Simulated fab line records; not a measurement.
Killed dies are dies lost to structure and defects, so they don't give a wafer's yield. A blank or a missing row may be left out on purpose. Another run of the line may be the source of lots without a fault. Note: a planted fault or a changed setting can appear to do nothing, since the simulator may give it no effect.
Shared-tool check || flow nand_harc || 2 lots and 6 wafers in the sample

REASON IT WAS OPENED
Flagged at NHARC_END_SORT_01: reading killed_at_array, on 2 of 2 lots. No-fault wafers: 54, standard deviation 16.
Rule: a lot is flagged in two cases, either no wafer of it has a number, or all its wafers with numbers fall more than 4 standard deviations from that mean. The rest of the lots are taken to be sound.

{"lot": "L925", "measured": "day 30 12:34", "on": "prober-01", "killed_at_array, wafer by wafer": "156 161 133", "flag": "FLAGGED"}
{"lot": "L922", "measured": "day 30 13:27", "on": "prober-02", "killed_at_array, wafer by wafer": "127 124 124", "flag": "FLAGGED"}
The mean of the flagged lots' numbers is 138, +84 from the usual (+5 standard deviations).

WHICH TOOL EACH LOT WENT THROUGH
4 process steps preceding the reading are held in the record, out of 1302 steps in the route. Cell contents, in order: the tool; ch with the chambers the sampled wafers went through; the start.
{"lot": "L925", "flag": "FLAGGED", "NHARC_A_CHANNEL_FILL_D2_CVD_18": "lpcvd_poly-04 ch 0, day 20 16:01", "NHARC_A_BONDPAD_PVD_17": "pvd_sputter-03, day 29 10:33 or earlier", "NHARC_THIN_TSV_DEP_43": "pecvd-03 ch 1,2, day 29 10:33", "NHARC_THIN_TSV_PRE_CLEAN_50": "pvd_sputter-01, day 30 12:34 or earlier"}
{"lot": "L922", "flag": "FLAGGED", "NHARC_A_CHANNEL_FILL_D2_CVD_18": "lpcvd_poly-04 ch 0, day 20 16:01", "NHARC_A_BONDPAD_PVD_17": "pvd_sputter-03, day 29 12:58 or earlier", "NHARC_THIN_TSV_DEP_43": "pecvd-03 ch 0,2, day 29 12:58", "NHARC_THIN_TSV_PRE_CLEAN_50": "pvd_sputter-01, day 30 13:27 or earlier"}
What is done by these steps:
- NHARC_A_CHANNEL_FILL_D2_CVD_18: deposits poly-Si, target thk 3 nm.
- NHARC_A_BONDPAD_PVD_17: deposits TaN, target thk 5 nm, time 8.06 s.
- NHARC_THIN_TSV_DEP_43: deposits SiO2, target thk 1328.5 nm.
- NHARC_THIN_TSV_PRE_CLEAN_50: time 30 s.
- NHARC_END_SORT_01

FLAGGED OVER TOTAL, TOOL BY TOOL (the gauges that took the reading come last)
{"step": "NHARC_A_CHANNEL_FILL_D2_CVD_18", "tool": "lpcvd_poly-04", "lots run": 2, "flagged": 2, "share of the flagged lots": "all", "sound lots run after its first flagged lot": 0}
{"step": "NHARC_A_BONDPAD_PVD_17", "tool": "pvd_sputter-03", "lots run": 2, "flagged": 2, "share of the flagged lots": "all", "sound lots run after its first flagged lot": 0}
{"step": "NHARC_THIN_TSV_DEP_43", "tool": "pecvd-03", "lots run": 2, "flagged": 2, "share of the flagged lots": "all", "sound lots run after its first flagged lot": 0}
{"step": "NHARC_THIN_TSV_PRE_CLEAN_50", "tool": "pvd_sputter-01", "lots run": 2, "flagged": 2, "share of the flagged lots": "all", "sound lots run after its first flagged lot": 0}
{"step": "NHARC_END_SORT_01", "tool": "prober-01", "lots run": 1, "flagged": 1, "share of the flagged lots": "some", "sound lots run after its first flagged lot": 0}
{"step": "NHARC_END_SORT_01", "tool": "prober-02", "lots run": 1, "flagged": 1, "share of the flagged lots": "some", "sound lots run after its first flagged lot": 0}
With no start given for some of its lots, NHARC_A_BONDPAD_PVD_17 uses the hours and lot order of NHARC_THIN_TSV_DEP_43. With no start given for some of its lots, NHARC_THIN_TSV_PRE_CLEAN_50 uses the hours and lot order of NHARC_END_SORT_01.

WHAT THE TABLE ALLOWS
4 rows of the table ran every flagged lot: lpcvd_poly-04 at NHARC_A_CHANNEL_FILL_D2_CVD_18, pvd_sputter-03 at NHARC_A_BONDPAD_PVD_17, pecvd-03 at NHARC_THIN_TSV_DEP_43, pvd_sputter-01 at NHARC_THIN_TSV_PRE_CLEAN_50.
- lpcvd_poly-04 at NHARC_A_CHANNEL_FILL_D2_CVD_18: 2 of its 2 lots flagged. The start can't be narrowed down: in this sample, it ran no sound lot prior to its first flagged lot.
- pvd_sputter-03 at NHARC_A_BONDPAD_PVD_17: 2 of its 2 lots flagged. The start can't be narrowed down: in this sample, it ran no sound lot prior to its first flagged lot.
- pecvd-03 at NHARC_THIN_TSV_DEP_43: 2 of its 2 lots flagged. The start can't be narrowed down: in this sample, it ran no sound lot prior to its first flagged lot.
- pvd_sputter-01 at NHARC_THIN_TSV_PRE_CLEAN_50: 2 of its 2 lots flagged. The start can't be narrowed down: in this sample, it ran no sound lot prior to its first flagged lot.
Because each of these 4 tools fits a fault that began at some hour, counting lots does not separate them. More lots, or a look at what each step does to the wafer, might.

WHAT WAS PUT IN BY THE SIMULATOR
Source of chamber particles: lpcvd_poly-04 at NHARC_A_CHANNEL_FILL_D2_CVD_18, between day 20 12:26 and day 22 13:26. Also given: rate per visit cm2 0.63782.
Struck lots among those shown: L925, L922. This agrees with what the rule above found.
